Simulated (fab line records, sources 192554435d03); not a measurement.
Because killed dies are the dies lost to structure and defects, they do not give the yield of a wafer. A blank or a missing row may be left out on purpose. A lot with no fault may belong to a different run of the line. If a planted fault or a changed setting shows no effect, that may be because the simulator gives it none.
Chamber matching    flow n5_finfet    4 sister chambers for N5_BEOL_M2_ETCH_77 on rie_diel-02
The step etches underlayer in N2/H2, target depth 6.5 nm, time 5.2 s. 18 wafers are shown with their chamber, then 9 later ones without.

WAFERS, EACH WITH ITS CHAMBER
wafer   chamber  drypump_motor_current_A (A)  throttle_valve_pct (%)  oes_product_au (a.u.)
L075.2  3        5.8                          18.08                   0.60
L075.4  2        4.9                          18.15                   0.62
L075.6  0        6.2                          17.67                   0.72
L077.1  3        5.9                          18.07                   0.60
L077.2  0        6.2                          17.70                   0.73
L077.5  2        4.9                          18.16                   0.64
L078.1  0        6.2                          17.71                   0.74
L078.3  1        5.7                          17.95                   0.63
L078.4  3        5.8                          18.09                   0.60
L081.1  0        6.2                          17.71                   0.72
L081.3  2        4.9                          18.15                   0.62
L081.4  1        5.7                          17.97                   0.62
L083.1  1        5.7                          18.01                   0.61
L083.5  2        4.9                          18.14                   0.63
L083.6  3        5.8                          18.06                   0.59
L093.3  1        5.7                          18.04                   0.61
L093.5  2        4.9                          18.22                   0.60
L093.6  1        5.7                          18.01                   0.61

SIGNATURES (means of the wafers above)
reading                  chamber 0  chamber 1  chamber 2  chamber 3  scatter within a chamber
drypump_motor_current_A  6.200      5.700      4.900      5.825      0.0231
throttle_valve_pct       17.6975    17.9960    18.1640    18.0750    0.0278
oes_product_au           0.7275     0.6160     0.6220     0.5975     0.0105
Rule: distance of a wafer from a chamber = root of the sum over the readings of ((wafer's reading minus chamber's mean) / reading's scatter) squared. The wafer belongs to the nearest chamber; if the next one is less than 2 further off, it can't be placed. The scatter: the root of (the sum of the squares of (reading less its chamber's mean) over the shown wafers, divided by (wafers less chambers)).

WAFERS MISSING THEIR CHAMBER
wafer   drypump_motor_current_A (A)  throttle_valve_pct (%)  oes_product_au (a.u.)
L095.1  5.7                          18.05                   0.60
L095.4  5.8                          17.72                   0.84
L095.6  4.9                          18.22                   0.60
L097.1  5.7                          18.02                   0.60
L097.2  5.8                          17.69                   0.82
L097.6  5.7                          18.06                   0.60
L094.1  5.7                          18.03                   0.60
L094.2  4.9                          18.22                   0.59
L094.6  4.9                          18.23                   0.60

CHAMBER TAKEN BY EACH
wafer    from the rows above   in truth
L095.1   1                     1
L095.4   0                     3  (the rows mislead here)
L095.6   2                     2
L097.1   1                     1
L097.2   0                     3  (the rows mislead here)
L097.6   1                     1
L094.1   1                     1
L094.2   2                     2
L094.6   2                     2
Correct placement for 7 of the 9. Number that these rows cannot place: 0. Placed wrongly: 2.
